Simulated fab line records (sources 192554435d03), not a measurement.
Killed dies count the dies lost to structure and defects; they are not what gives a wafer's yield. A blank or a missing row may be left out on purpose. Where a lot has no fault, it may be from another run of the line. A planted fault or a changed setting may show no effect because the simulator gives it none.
Matching of chambers | flow n5 finfet | N5_BEOL_M2_CO_CAP_55 on cvd co-01: 3 sister chambers
The step material Co, precursor CCTBA/H2, target thk 2 nm, time 102.1 s. 3 wafers are shown with their chamber, then 8 later ones without.

WAFERS, EACH WITH ITS CHAMBER
wafer  | chamber | heater power w (W)
L849.1 | 2       | 242
L849.4 | 1       | 229
L861.1 | 0       | 240

WAFERS MISSING THEIR CHAMBER
wafer  | heater power w (W)
L861.3 | 228
L861.6 | 239
L863.1 | 247
L863.2 | 228
L863.3 | 249
L866.3 | 241
L866.4 | 234
L866.6 | 240

WHICH CHAMBER EACH WENT THROUGH
wafer  | from the rows above          | in truth
L861.3 | 1                            | 1
L861.6 | can't be placed: 0 or 2      | 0
L863.1 | can't be placed: 2 or 0      | 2
L863.2 | 1                            | 1
L863.3 | can't be placed: 2 or 0      | 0
L866.3 | can't be placed: 0 or 2      | 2
L866.4 | can't be placed: 1 or 0 or 2 | 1
L866.6 | can't be placed: 0 or 2      | 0
Placed correctly: 2 of 8. Unplaceable from these rows: 6, with the true chamber sitting among the candidates in 6. Wrongly placed: 0.
How it was worked out, from the rows above alone: a wafer's distance from a chamber is the root of the sum, over the readings, of the square of ((its reading less the chamber's mean) divided by the reading's scatter). The wafer belongs to the nearest chamber; if the next one is less than 2 further off, it can't be placed. The mean given for a chamber averages the wafers shown for that chamber. The scatter: root of mean squared gap, hidden wafer to nearest shown wafer, with one shown wafer a chamber.
